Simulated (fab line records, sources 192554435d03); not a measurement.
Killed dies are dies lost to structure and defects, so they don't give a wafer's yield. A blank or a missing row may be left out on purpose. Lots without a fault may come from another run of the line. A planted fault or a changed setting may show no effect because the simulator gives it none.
fab line records | flow n5_finfet
record lots=5 wafers=15 last_day=17
route steps=1938 shown BEOL_M4@1080
lots that met no fault: from a run of the same line without faults
start_h: hours from the record's first day to the start of the lot's first wafer shown | wait_h: hours since the lot's step before | " the same as in the row above | L1.1+2: a row that stands for several wafers | - no value, or no start given | * or withheld: withheld | < > ~ a bound
route shown NAME@n: a module of which the file shows steps, and the number in the route of the first | usual: mean/standard deviation of fault-free wafers | same: alike in all rows | chamber/n: place in a boat | sites: the reading at each site | _std_site: their standard deviation | _edge_site: outer sites' mean less inner sites' | radius_mm: how far each site lies from the wafer's centre | mask NAME#n: copy n | behind: the tool/chamber that last shaped the wafer | hold: why the lot was held/for how many hours/how that ended | device: the transistor (n, p or np) that didn't switch | end of line: the same wafers' tests at the end of the route | a step without rows: its recipe alone | killed: dies lost to structure and defects at the first sort, not the wafer's yield | map: a wafer's dies, x killed, . not, _ none there
set.NAME: the setting as run; set.NAME@STEP: as run at that earlier step | model.NAME: the simulator's own value behind a step, which no gauge read
lots at some steps of the route; a table a step, a row a wafer
services: from which hour (start_h, from the record's first day; less than 0 if before it) a tool's chamber was out of use, for how many hours, and why
## steps
# step N5_BEOL_M4_PRE_CLEAN_45
# recipe gas=H2/He time_s=30 temp_c=250
# usual heater_power_w=313/26
# same time_s=30
# columns lot.wafer tool chamber start_h wait_h heater_power_w
L078.2 pvd_sputter-01 - 205.25 0.0 284
L078.3 " - " " 311
L078.6 " - " " 307
L077.2 pvd_sputter-02 - 211.66 0.0 327
L077.3 " - " " 307
L077.4 " - " " 319
L080.3 pvd_sputter-02 - 231.03 0.0 328
L080.4 " - " " 313
L080.6 " - " " 302
L089.2 pvd_sputter-03 - 281.33 0.0 335
L089.3 " - " " 351
L089.5 " - " " 341
L094.2 pvd_sputter-01 - 305.36 0.0 296
L094.3 " - " " 303
L094.4 " - " " 303
# step N5_BEOL_M4_ALD_84
# recipe material=TaN target_thk_a=* temp_c=275 ald_precursor_family=PDMAT ald_co_reactant=NH3 pressure_torr=3 carrier_flow_sccm=1500 pulse_time_s=2 purge_time_s=3 co_reactant_purge_time_s=2 co_reactant_pulse_time_s=3 ald_cycles=30 precursor_vessel_temp_c=75 precursor_vessel_pressure_torr=26.25 precursor_vessel_carrier_sccm=1000
# usual heater_power_w=410/43
# columns lot.wafer tool chamber start_h wait_h heater_power_w
L078.2 ald_metal-03 1 205.31 0.0 402
L078.3 " 3 " " 394
L078.6 " 0 " " 430
L077.2 ald_metal-03 2 211.72 0.0 484
L077.3 " 3 " " 406
L077.4 " 0 " " 432
L080.3 ald_metal-02 0 231.21 0.2 336
L080.4 " 2 " " 413
L080.6 " 0 " " 341
L089.2 ald_metal-02 2 281.39 0.0 401
L089.3 " 1 " " 387
L089.5 " 0 " " 346
L094.2 ald_metal-02 1 305.42 0.0 392
L094.3 " 3 " " 426
L094.4 " 2 " " 412
# step N5_BEOL_M4_SURFACE_TREAT_85
# recipe gas=Ar time_s=* ion_energy_ev=* ion_current_ma_cm2=0.5 pressure_mtorr=* ar_flow_sccm=30
# usual throttle_valve_pct=*
# same time_s=*
# columns lot.wafer tool chamber start_h wait_h throttle_valve_pct
L078.2 pvd_sputter-01 - 205.57 0.2 *
L078.3 " - " " *
L078.6 " - " " *
L077.2 pvd_sputter-01 - 212.08 0.3 *
L077.3 " - " " *
L077.4 " - " " *
L080.3 pvd_sputter-03 - 231.71 0.4 *
L080.4 " - " " *
L080.6 " - " " *
L089.2 pvd_sputter-02 - 281.61 0.1 *
L089.3 " - " " *
L089.5 " - " " *
L094.2 pvd_sputter-01 - 305.70 0.2 *
L094.3 " - " " *
L094.4 " - " " *
# step N5_BEOL_M4_CVD_47
# recipe material=Co target_thk_a=30 temp_c=withheld precursor=CCTBA/H2 pressure_torr=30 time_s=223.8
# same time_s=223.8
# columns lot.wafer tool chamber start_h wait_h
L078.2+3+6 cvd_co-02 2,0,2 205.65 0.1
L077.2+3+4 cvd_co-02 0,1,2 212.14 0.0
L080.3+4+6 cvd_co-02 0,2,0 231.77 0.0
L089.2+3+5 cvd_co-01 0,1,0 281.70 0.1
L094.2+3+4 cvd_co-01 1,0,1 305.78 0.1
# step N5_BEOL_M4_SPUTTER_48
# recipe material=Cu target_thk_a=45 temp_c=-20 chamber_pressure_pa=0.07 power_w=withheld time_s=8.29
# usual chuck_sensor_temp_C=-16.1/0.46 throttle_valve_pct=29.5/0.77
# same time_s=8.29
# columns lot.wafer tool chamber start_h wait_h chuck_sensor_temp_C throttle_valve_pct
L078.2 pvd_sputter-01 - 206.11 0.4 -16.0 31.0
L078.3 " - " " -16.7 28.6
L078.6 " - " " -16.1 30.8
L077.2 pvd_sputter-01 - 212.60 0.4 -15.9 29.8
L077.3 " - " " -16.0 30.8
L077.4 " - " " -16.7 29.9
L080.3 pvd_sputter-03 - 232.01 0.2 -15.6 29.7
L080.4 " - " " -15.5 29.0
L080.6 " - " " -16.2 30.3
L089.2 pvd_sputter-02 - 281.85 0.1 -15.3 29.5
L089.3 " - " " -16.7 30.2
L089.5 " - " " -16.4 27.9
L094.2 pvd_sputter-03 - 306.12 0.3 -15.8 29.0
L094.3 " - " " -16.3 30.2
L094.4 " - " " -15.4 29.9
# step N5_BEOL_M4_ANNEAL_49
# recipe temp_c=400 time_s=240 ambient=vacuum
# usual heater_power_w=782/70
# same time_s=240
# columns lot.wafer tool chamber start_h wait_h heater_power_w
L078.2 pvd_sputter-01 - 206.19 0.0 758
L078.3 " - " " 742
L078.6 " - " " 785
L077.2 pvd_sputter-01 - 212.68 0.0 614
L077.3 " - " " 768
L077.4 " - " " 726
L080.3 pvd_sputter-03 - 232.09 0.0 861
L080.4 " - " " 727
L080.6 " - " " 802
L089.2 pvd_sputter-02 - 281.93 0.0 785
L089.3 " - " " 778
L089.5 " - " " 863
L094.2 pvd_sputter-03 - 306.20 0.0 734
L094.3 " - " " 796
L094.4 " - " " 852
# step N5_BEOL_M4_SPUTTER_79
# recipe material=Cu target_thk_a=45 temp_c=-20 chamber_pressure_pa=0.07 power_w=withheld time_s=8.29
# usual chuck_sensor_temp_C=-16.1/0.46 throttle_valve_pct=29.5/0.78
# same time_s=8.29
# columns lot.wafer tool chamber start_h wait_h chuck_sensor_temp_C throttle_valve_pct
L078.2 pvd_sputter-01 - 206.33 0.1 -16.1 30.5
L078.3 " - " " -16.7 28.6
L078.6 " - " " -16.1 30.4
L077.2 pvd_sputter-01 - 212.82 0.1 -15.9 29.8
L077.3 " - " " -16.0 30.3
L077.4 " - " " -16.6 30.0
L080.3 pvd_sputter-03 - 232.23 0.1 -15.7 29.6
L080.4 " - " " -15.5 29.1
L080.6 " - " " -16.1 30.1
L089.2 pvd_sputter-02 - 282.07 0.1 -15.6 29.7
L089.3 " - " " -16.8 30.4
L089.5 " - " " -16.4 28.0
L094.2 pvd_sputter-03 - 306.34 0.1 -15.7 29.1
L094.3 " - " " -16.1 30.1
L094.4 " - " " -15.5 29.6
# step N5_BEOL_M4_ANNEAL_80
# recipe temp_c=400 time_s=240 ambient=vacuum
# usual heater_power_w=782/70
# same time_s=240
# columns lot.wafer tool chamber start_h wait_h heater_power_w
L078.2 pvd_sputter-01 - 206.41 0.0 757
L078.3 " - " " 771
L078.6 " - " " 794
L077.2 pvd_sputter-01 - 212.90 0.0 628
L077.3 " - " " 747
L077.4 " - " " 712
L080.3 pvd_sputter-03 - 232.31 0.0 853
L080.4 " - " " 722
L080.6 " - " " 787
L089.2 pvd_sputter-02 - 282.15 0.0 797
L089.3 " - " " 755
L089.5 " - " " 837
L094.2 pvd_sputter-03 - 306.42 0.0 741
L094.3 " - " " 789
L094.4 " - " " 841
# step N5_BEOL_M4_SPUTTER_81
# recipe material=Cu target_thk_a=45 temp_c=-20 chamber_pressure_pa=0.07 power_w=withheld time_s=8.29
# usual chuck_sensor_temp_C=-16.1/0.46 throttle_valve_pct=29.5/0.76
# same time_s=8.29
# columns lot.wafer tool chamber start_h wait_h chuck_sensor_temp_C throttle_valve_pct
L078.2 pvd_sputter-01 - 206.55 0.1 -16.0 30.6
L078.3 " - " " -16.7 28.6
L078.6 " - " " -15.9 30.5
L077.2 pvd_sputter-01 - 213.04 0.1 -15.8 29.7
L077.3 " - " " -16.0 30.5
L077.4 " - " " -16.6 29.7
L080.3 pvd_sputter-03 - 232.45 0.1 -15.5 29.6
L080.4 " - " " -15.4 29.1
L080.6 " - " " -16.3 30.3
L089.2 pvd_sputter-02 - 282.29 0.1 -15.6 29.6
L089.3 " - " " -16.5 30.4
L089.5 " - " " -16.6 28.1
L094.2 pvd_sputter-03 - 306.56 0.1 -15.7 29.5
L094.3 " - " " -16.1 30.1
L094.4 " - " " -15.4 29.6
# step N5_BEOL_M4_ANNEAL_82
# recipe temp_c=400 time_s=240 ambient=vacuum
# usual heater_power_w=783/68
# same time_s=240
# columns lot.wafer tool chamber start_h wait_h heater_power_w
L078.2 pvd_sputter-01 - 206.63 0.0 766
L078.3 " - " " 740
L078.6 " - " " 773
L077.2 pvd_sputter-01 - 213.12 0.0 640
L077.3 " - " " 749
L077.4 " - " " 743
L080.3 pvd_sputter-03 - 232.53 0.0 883
L080.4 " - " " 724
L080.6 " - " " 806
L089.2 pvd_sputter-02 - 282.37 0.0 775
L089.3 " - " " 763
L089.5 " - " " 824
L094.2 pvd_sputter-03 - 306.64 0.0 750
L094.3 " - " " 793
L094.4 " - " " 879
# step N5_BEOL_M4_SPUTTER_86
# recipe material=Cu target_thk_a=45 temp_c=-20 chamber_pressure_pa=0.07 power_w=withheld time_s=8.29
# usual chuck_sensor_temp_C=-16.1/0.46 throttle_valve_pct=29.5/0.75
# same time_s=8.29
# columns lot.wafer tool chamber start_h wait_h chuck_sensor_temp_C throttle_valve_pct
L078.2 pvd_sputter-01 - 206.77 0.1 -16.0 30.9
L078.3 " - " " -16.7 28.2
L078.6 " - " " -16.0 30.7
L077.2 pvd_sputter-01 - 213.26 0.1 -15.9 29.6
L077.3 " - " " -15.9 30.6
L077.4 " - " " -16.8 29.6
L080.3 pvd_sputter-03 - 232.67 0.1 -15.5 29.8
L080.4 " - " " -15.6 29.2
L080.6 " - " " -16.2 30.2
L089.2 pvd_sputter-02 - 282.51 0.1 -15.5 29.4
L089.3 " - " " -16.6 30.4
L089.5 " - " " -16.3 28.0
L094.2 pvd_sputter-03 - 306.78 0.1 -15.7 29.3
L094.3 " - " " -16.2 30.1
L094.4 " - " " -15.7 29.8
# step N5_BEOL_M4_ANNEAL_87
# recipe temp_c=400 time_s=240 ambient=vacuum
# usual heater_power_w=782/68
# same time_s=240
# columns lot.wafer tool chamber start_h wait_h heater_power_w
L078.2 pvd_sputter-01 - 206.85 0.0 782
L078.3 " - " " 752
L078.6 " - " " 792
L077.2 pvd_sputter-01 - 213.34 0.0 655
L077.3 " - " " 764
L077.4 " - " " 717
L080.3 pvd_sputter-03 - 232.75 0.0 851
L080.4 " - " " 730
L080.6 " - " " 789
L089.2 pvd_sputter-02 - 282.59 0.0 786
L089.3 " - " " 776
L089.5 " - " " 853
L094.2 pvd_sputter-03 - 306.86 0.0 744
L094.3 " - " " 781
L094.4 " - " " 839
# step N5_BEOL_M4_SPUTTER_88
# recipe material=Cu target_thk_a=45 temp_c=-20 chamber_pressure_pa=0.07 power_w=withheld time_s=8.29
# usual chuck_sensor_temp_C=-16.1/0.45 throttle_valve_pct=29.5/0.77
# same time_s=8.29
# columns lot.wafer tool chamber start_h wait_h chuck_sensor_temp_C throttle_valve_pct
L078.2 pvd_sputter-01 - 206.99 0.1 -15.9 30.3
L078.3 " - " " -16.7 28.5
L078.6 " - " " -15.7 30.7
L077.2 pvd_sputter-01 - 213.48 0.1 -16.1 29.9
L077.3 " - " " -16.1 30.5
L077.4 " - " " -16.5 29.8
L080.3 pvd_sputter-03 - 232.89 0.1 -15.7 29.7
L080.4 " - " " -15.7 29.2
L080.6 " - " " -16.2 30.2
L089.2 pvd_sputter-02 - 282.73 0.1 -15.3 29.6
L089.3 " - " " -16.5 30.6
L089.5 " - " " -16.4 27.9
L094.2 pvd_sputter-03 - 307.00 0.1 -15.6 29.1
L094.3 " - " " -16.3 30.4
L094.4 " - " " -15.6 30.1
# step N5_BEOL_M4_ANNEAL_89
# recipe temp_c=400 time_s=240 ambient=vacuum
# usual heater_power_w=783/69
# same time_s=240
# columns lot.wafer tool chamber start_h wait_h heater_power_w
L078.2 pvd_sputter-01 - 207.07 0.0 748
L078.3 " - " " 744
L078.6 " - " " 762
L077.2 pvd_sputter-01 - 213.56 0.0 644
L077.3 " - " " 771
L077.4 " - " " 741
L080.3 pvd_sputter-03 - 232.97 0.0 854
L080.4 " - " " 715
L080.6 " - " " 794
L089.2 pvd_sputter-02 - 282.81 0.0 802
L089.3 " - " " 746
L089.5 " - " " 842
L094.2 pvd_sputter-03 - 307.08 0.0 731
L094.3 " - " " 790
L094.4 " - " " 874
# step N5_BEOL_M4_SPUTTER_90
# recipe material=Cu target_thk_a=45 temp_c=-20 chamber_pressure_pa=0.07 power_w=withheld time_s=8.29
# usual chuck_sensor_temp_C=-16.1/0.46 throttle_valve_pct=29.5/0.77
# same time_s=8.29
# columns lot.wafer tool chamber start_h wait_h chuck_sensor_temp_C throttle_valve_pct
L078.2 pvd_sputter-01 - 207.21 0.1 -15.8 30.3
L078.3 " - " " -16.8 28.5
L078.6 " - " " -16.0 30.3
L077.2 pvd_sputter-01 - 213.70 0.1 -15.8 29.8
L077.3 " - " " -16.1 30.5
L077.4 " - " " -16.6 29.9
L080.3 pvd_sputter-03 - 233.11 0.1 -15.8 29.7
L080.4 " - " " -15.5 29.2
L080.6 " - " " -16.2 30.2
L089.2 pvd_sputter-02 - 282.95 0.1 -15.6 29.5
L089.3 " - " " -16.6 30.4
L089.5 " - " " -16.3 28.0
L094.2 pvd_sputter-03 - 307.22 0.1 -15.5 29.2
L094.3 " - " " -16.1 30.3
L094.4 " - " " -15.6 29.4
# step N5_BEOL_M4_ANNEAL_91
# recipe temp_c=400 time_s=240 ambient=vacuum
# usual heater_power_w=783/70
# same time_s=240
# columns lot.wafer tool chamber start_h wait_h heater_power_w
L078.2 pvd_sputter-01 - 207.29 0.0 761
L078.3 " - " " 759
L078.6 " - " " 780
L077.2 pvd_sputter-01 - 213.78 0.0 637
L077.3 " - " " 760
L077.4 " - " " 728
L080.3 pvd_sputter-03 - 233.19 0.0 855
L080.4 " - " " 732
L080.6 " - " " 788
L089.2 pvd_sputter-02 - 283.03 0.0 783
L089.3 " - " " 753
L089.5 " - " " 855
L094.2 pvd_sputter-03 - 307.30 0.0 721
L094.3 " - " " 798
L094.4 " - " " 870
# step N5_BEOL_M4_SPUTTER_92
# recipe material=Cu target_thk_a=45 temp_c=-20 chamber_pressure_pa=0.07 power_w=withheld time_s=8.29
# usual chuck_sensor_temp_C=-16.1/0.46 throttle_valve_pct=29.5/0.77
# same time_s=8.29
# columns lot.wafer tool chamber start_h wait_h chuck_sensor_temp_C throttle_valve_pct
L078.2 pvd_sputter-01 - 207.43 0.1 -16.0 30.6
L078.3 " - " " -16.8 28.6
L078.6 " - " " -16.0 30.5
L077.2 pvd_sputter-01 - 213.92 0.1 -16.1 29.9
L077.3 " - " " -15.8 30.6
L077.4 " - " " -16.7 29.8
L080.3 pvd_sputter-03 - 233.33 0.1 -15.7 29.5
L080.4 " - " " -15.7 29.5
L080.6 " - " " -16.3 30.1
L089.2 pvd_sputter-02 - 283.17 0.1 -15.6 29.5
L089.3 " - " " -16.6 30.4
L089.5 " - " " -16.4 28.1
L094.2 pvd_sputter-03 - 307.44 0.1 -15.7 29.2
L094.3 " - " " -16.2 30.2
L094.4 " - " " -15.5 29.7
# step N5_BEOL_M4_ANNEAL_93
# recipe temp_c=400 time_s=240 ambient=vacuum
# usual heater_power_w=783/70
# same time_s=240
# columns lot.wafer tool chamber start_h wait_h heater_power_w
L078.2 pvd_sputter-01 - 207.51 0.0 762
L078.3 " - " " 742
L078.6 " - " " 783
L077.2 pvd_sputter-01 - 214.00 0.0 634
L077.3 " - " " 788
L077.4 " - " " 706
L080.3 pvd_sputter-03 - 233.41 0.0 884
L080.4 " - " " 737
L080.6 " - " " 794
L089.2 pvd_sputter-02 - 283.25 0.0 818
L089.3 " - " " 749
L089.5 " - " " 844
L094.2 pvd_sputter-03 - 307.52 0.0 754
L094.3 " - " " 791
L094.4 " - " " 868
# step N5_BEOL_M4_SPUTTER_94
# recipe material=Cu target_thk_a=45 temp_c=-20 chamber_pressure_pa=0.07 power_w=withheld time_s=8.29
# usual chuck_sensor_temp_C=-16.1/0.48 throttle_valve_pct=29.5/0.78
# same time_s=8.29
# columns lot.wafer tool chamber start_h wait_h chuck_sensor_temp_C throttle_valve_pct
L078.2 pvd_sputter-01 - 207.65 0.1 -15.9 30.5
L078.3 " - " " -16.7 28.8
L078.6 " - " " -16.2 30.7
L077.2 pvd_sputter-01 - 214.14 0.1 -16.0 29.8
L077.3 " - " " -16.0 30.5
L077.4 " - " " -16.6 30.0
L080.3 pvd_sputter-03 - 233.55 0.1 -15.7 29.7
L080.4 " - " " -15.6 29.1
L080.6 " - " " -16.2 30.3
L089.2 pvd_sputter-02 - 283.39 0.1 -15.2 29.8
L089.3 " - " " -16.7 30.3
L089.5 " - " " -16.4 28.4
L094.2 pvd_sputter-03 - 307.66 0.1 -15.6 29.3
L094.3 " - " " -16.1 30.1
L094.4 " - " " -15.2 29.7
# step N5_BEOL_M4_ANNEAL_95
# recipe temp_c=400 time_s=240 ambient=vacuum
# usual heater_power_w=782/70
# same time_s=240
# columns lot.wafer tool chamber start_h wait_h heater_power_w
L078.2 pvd_sputter-01 - 207.73 0.0 766
L078.3 " - " " 742
L078.6 " - " " 788
L077.2 pvd_sputter-01 - 214.22 0.0 631
L077.3 " - " " 763
L077.4 " - " " 734
L080.3 pvd_sputter-03 - 233.63 0.0 846
L080.4 " - " " 744
L080.6 " - " " 781
L089.2 pvd_sputter-02 - 283.47 0.0 793
L089.3 " - " " 743
L089.5 " - " " 855
L094.2 pvd_sputter-03 - 307.74 0.0 728
L094.3 " - " " 790
L094.4 " - " " 872
# step N5_BEOL_M4_SPUTTER_96
# recipe material=Cu target_thk_a=45 temp_c=-20 chamber_pressure_pa=0.07 power_w=withheld time_s=8.29
# usual chuck_sensor_temp_C=-16.1/0.47 throttle_valve_pct=29.5/0.78
# same time_s=8.29
# columns lot.wafer tool chamber start_h wait_h chuck_sensor_temp_C throttle_valve_pct
L078.2 pvd_sputter-01 - 207.87 0.1 -16.0 30.8
L078.3 " - " " -16.9 28.6
L078.6 " - " " -15.8 30.5
L077.2 pvd_sputter-01 - 214.36 0.1 -15.8 30.0
L077.3 " - " " -16.1 30.4
L077.4 " - " " -16.6 29.9
L080.3 pvd_sputter-03 - 233.77 0.1 -15.5 29.8
L080.4 " - " " -15.6 28.9
L080.6 " - " " -16.0 30.1
L089.2 pvd_sputter-02 - 283.61 0.1 -15.5 29.7
L089.3 " - " " -16.6 30.5
L089.5 " - " " -16.4 28.1
L094.2 pvd_sputter-03 - 307.88 0.1 -15.6 29.0
L094.3 " - " " -16.2 30.3
L094.4 " - " " -15.6 29.8
# step N5_BEOL_M4_ECD_50
# recipe material=Cu target_thk_a=3000
# columns lot.wafer tool chamber start_h wait_h
L078.2+3+6 ecd_cu-01 1,0,1 208.00 0.1
L077.2+3+4 ecd_cu-01 1,1,0 214.47 0.1
L080.3+4+6 ecd_cu-01 0,1,0 233.91 0.1
L089.2+3+5 ecd_cu-01 0,0,1 283.73 0.1
L094.2+3+4 ecd_cu-01 1,1,0 307.99 0.1
# step N5_BEOL_M4_ANNEAL_51
# recipe temp_c=225 time_s=90 ambient=N2
# usual wafer_temp_C_max=225.97/0.28
# same time_s=90
# columns lot.wafer tool chamber start_h wait_h wafer_temp_C_max
L078.2 rtp_anneal-01 0 208.13 0.1 225.97
L078.3 " 0 " " 225.38
L078.6 " 0 " " 225.54
L077.2 rtp_anneal-02 0 214.60 0.1 226.22
L077.3 " 0 " " 226.22
L077.4 " 0 " " 226.00
L080.3 rtp_anneal-01 0 234.06 0.1 225.94
L080.4 " 0 " " 225.92
L080.6 " 0 " " 225.85
L089.2 rtp_anneal-01 0 283.86 0.1 225.21
L089.3 " 0 " " 225.39
L089.5 " 0 " " 225.51
L094.2 rtp_anneal-01 0 308.12 0.1 225.68
L094.3 " 0 " " 225.55
L094.4 " 0 " " 225.47
# step N5_BEOL_M4_CMP_52
# recipe stop_on=SiOC t_overpolish_s=6.8 down_force_psi=1 platen_rpm=50 clearing_platen_down_force_psi=1.5 clearing_platen_rpm=50 post_cmp_clean=cu_alkaline target_thk_nm=40 clearing_platen_pad_velocity_m_s=0.99484 pad_velocity_m_s=0.99484
# usual barrier_field_endpoint_s=24.7/0.54 clearing_platen_rpm=50.000/0.027 motor_current_A=5.8/0.72 overpolish_run_s=6.801/0.0094 time_to_endpoint_s=62.8/2.4
# columns lot.wafer tool chamber start_h wait_h barrier_field_endpoint_s clearing_platen_rpm motor_current_A overpolish_run_s time_to_endpoint_s
L078.3 cmp-01 2 208.47 0.3 24.3 50.025 6.0 6.795 60.9
L078.2 " 3 " " 24.6 49.943 6.4 6.808 64.1
L078.6 " 1 " " 25.0 49.981 5.9 6.793 63.6
L077.2 cmp-04 2 215.03 0.4 24.2 49.990 5.2 6.794 61.9
L077.4 " 3 " " 25.0 49.978 5.3 6.786 66.1
L077.3 " 1 " " 24.4 49.997 5.4 6.787 60.8
L080.4 cmp-01 2 234.30 0.2 24.7 49.966 5.7 6.794 60.1
L080.3 " 0 " " 24.2 49.999 4.8 6.812 59.0
L080.6 " 1 " " 24.2 50.005 5.9 6.809 57.9
L089.3 cmp-04 3 284.11 0.2 26.0 49.977 5.2 6.790 64.3
L089.2 " 1 " " 24.5 49.978 5.2 6.792 61.0
L089.5 " 0 " " 25.4 49.984 6.7 6.811 61.5
L094.2 cmp-01 3 308.37 0.2 25.6 50.033 6.6 6.814 68.9
L094.3 " 0 " " 24.7 50.019 4.8 6.803 66.1
L094.4 " 1 " " 26.0 50.007 5.6 6.797 66.8
# step N5_BEOL_M4_THK_MEAS_53
# recipe thk_meas_gauge=xrf reads=Cu_of_BEOL_M4_ECD_50
# usual M4_THK=40.4/1.2
# columns lot.wafer tool chamber start_h wait_h M4_THK[nm]
L078.2 film_metro-02 - 208.69 - 39.2
L078.3 " - " " 39.5
L078.6 " - " " 39.7
L077.2 film_metro-02 - 215.32 - 41.6
L077.3 " - " " 39.9
L077.4 " - " " 42.2
L080.3 film_metro-01 - 234.56 - 41.5
L080.4 " - " " 39.9
L080.6 " - " " 39.7
L089.2 film_metro-01 - 284.40 - 39.0
L089.3 " - " " 39.7
L089.5 " - " " 39.3
L094.2 film_metro-02 - 308.67 - 41.8
L094.3 " - " " 41.7
L094.4 " - " " 43.1
# step N5_BEOL_M4_PRE_CLEAN_60
# recipe gas=NH3/H2 time_s=15 temp_c=* rf_power_w=300
# usual heater_power_w=85/22
# same time_s=15
# columns lot.wafer tool chamber start_h wait_h heater_power_w
L078.2 cvd_co-02 0 208.73 0.0 62
L078.3 " 2 " " 89
L078.6 " 1 " " 78
L077.2 cvd_co-01 2 215.36 0.0 62
L077.3 " 1 " " 132
L077.4 " 1 " " 134
L080.3 cvd_co-02 1 234.60 0.0 78
L080.4 " 2 " " 91
L080.6 " 0 " " 63
L089.2 cvd_co-01 1 284.44 0.0 131
L089.3 " 0 " " 103
L089.5 " 2 " " 63
L094.2 cvd_co-01 0 308.70 0.0 102
L094.3 " 1 " " 137
L094.4 " 2 " " 65
# step N5_BEOL_M4_CO_CAP_55
# recipe material=Co target_thk_a=20 temp_c=200 precursor=CCTBA/H2 pressure_torr=30 time_s=102.1
# usual heater_power_w=235/27
# same time_s=102.1
# columns lot.wafer tool chamber start_h wait_h heater_power_w
L078.2 cvd_co-02 0 208.77 0.0 205
L078.3 " 2 " " 248
L078.6 " 1 " " 224
L077.2 cvd_co-01 2 215.40 0.0 207
L077.3 " 1 " " 293
L077.4 " 1 " " 290
L080.3 cvd_co-02 1 234.64 0.0 224
L080.4 " 2 " " 239
L080.6 " 0 " " 206
L089.2 cvd_co-01 1 284.48 0.0 291
L089.3 " 0 " " 253
L089.5 " 2 " " 210
L094.2 cvd_co-01 0 308.74 0.0 250
L094.3 " 1 " " 291
L094.4 " 2 " " 209
# step N5_BEOL_M4_PRE_CLEAN_56
# recipe gas=NH3 time_s=15 temp_c=withheld rf_power_w=300
# same time_s=15
# columns lot.wafer tool chamber start_h wait_h
L078.2+3+6 pecvd-02 0,2,2 208.86 0.1
L077.2+3+4 pecvd-02 2,0,1 215.49 0.1
L080.3+4+6 pecvd-04 1,0,2 234.73 0.1
L089.2+3+5 pecvd-02 2,1,0 284.57 0.1
L094.2+3+4 pecvd-02 0,2,0 308.84 0.1
# step N5_BEOL_M4_DEP_57
# recipe material=SiCN target_thk_a=80 temp_c=withheld precursor=3MS/NH3 pressure_torr=3 rf_w=202 time_s=14
# usual showerhead_plenum_p_Torr=3.662/0.018 throttle_valve_pct=9.2/0.61
# same time_s=14
# columns lot.wafer tool chamber start_h wait_h showerhead_plenum_p_Torr throttle_valve_pct
L078.2 pecvd-02 0 208.88 0.0 3.653 9.4
L078.3 " 2 " " 3.677 9.5
L078.6 " 2 " " 3.682 9.5
L077.2 pecvd-02 2 215.52 0.0 3.669 9.4
L077.3 " 0 " " 3.658 9.0
L077.4 " 1 " " 3.688 9.8
L080.3 pecvd-04 1 234.76 0.0 3.656 9.2
L080.4 " 0 " " 3.613 9.5
L080.6 " 2 " " 3.658 7.8
L089.2 pecvd-02 2 284.60 0.0 3.673 9.4
L089.3 " 1 " " 3.679 9.5
L089.5 " 0 " " 3.659 9.3
L094.2 pecvd-02 0 308.86 0.0 3.652 9.1
L094.3 " 2 " " 3.679 9.5
L094.4 " 0 " " 3.649 9.3
# step N5_BEOL_M4_RS_MEAS_58
# recipe thk_meas_gauge=four-point-probe reads=Co_of_BEOL_M4_CO_CAP_55+Cu_of_BEOL_M4_ECD_50+Co_of_BEOL_M4_CVD_47+TaN_of_BEOL_M4_ALD_84
# usual M4_RS=0.670/0.026
# columns lot.wafer tool chamber start_h wait_h M4_RS[ohm/sq]
L078.2 film_metro-02 - 208.95 0.1 0.706
L078.3 " - " " 0.697
L078.6 " - " " 0.686
L077.2 film_metro-01 - 215.58 0.1 0.635
L077.3 " - " " 0.666
L077.4 " - " " 0.624
L080.3 film_metro-01 - 234.82 0.1 0.649
L080.4 " - " " 0.673
L080.6 " - " " 0.681
L089.2 film_metro-01 - 284.66 0.1 0.705
L089.3 " - " " 0.691
L089.5 " - " " 0.695
L094.2 film_metro-01 - 308.93 0.1 0.639
L094.3 " - " " 0.644
L094.4 " - " " 0.614
# step N5_BEOL_M4_INSPECT_59
# recipe inspect_instrument=darkfield mode=post_dep
# usual raw_defect_count=73/26
# columns lot.wafer tool chamber start_h wait_h raw_defect_count
L078.2 defect_inspect-01 - 209.06 0.1 135
L078.3 " - " " 88
L078.6 " - " " 73
L077.2 defect_inspect-02 - 215.61 0.0 109
L077.3 " - " " 117
L077.4 " - " " 146
L080.3 defect_inspect-02 - 234.85 0.0 71
L080.4 " - " " 57
L080.6 " - " " 72
L089.2 defect_inspect-01 - 284.69 0.0 69
L089.3 " - " " 90
L089.5 " - " " 84
L094.2 defect_inspect-01 - 308.95 0.0 42
L094.3 " - " " 78
L094.4 " - " " 49
## services
# columns tool chamber start_h hours kind
cvd_co-01 - 183.83 6.0 pm
pvd_sputter-02 - 185.64 12.6 repair
cvd_co-02 - 187.73 2.7 repair
cmp-04 - 192.11 4.0 pm
cvd_co-02 - 194.94 4.3 pm
cmp-04 - 196.11 - consumable_replace:conditioner
cmp-04 - 196.11 - consumable_replace:pad
pecvd-04 2 196.43 5.5 scheduled_down
pecvd-04 2 202.38 - clean
pecvd-04 2 202.38 - consumable_replace:showerhead
pecvd-04 2 202.38 29.0 scheduled_down
pecvd-04 2 202.38 29.0 vent_cycle
cmp-01 - 223.63 1.2 repair
pecvd-04 - 229.84 4.3 pm
ald_metal-03 - 230.14 8.7 pm
cvd_co-01 2 234.87 6.3 repair
pecvd-04 - 236.77 3.5 repair
pecvd-04 - 257.15 0.9 repair
ecd_cu-01 - 263.90 0.5 repair
pecvd-02 1 291.17 6.9 repair
cmp-01 - 291.37 5.3 repair
pecvd-04 - 292.11 1.9 repair
ald_metal-02 0 300.13 4.0 repair
cvd_co-02 - 306.65 3.3 repair
## key
fault none
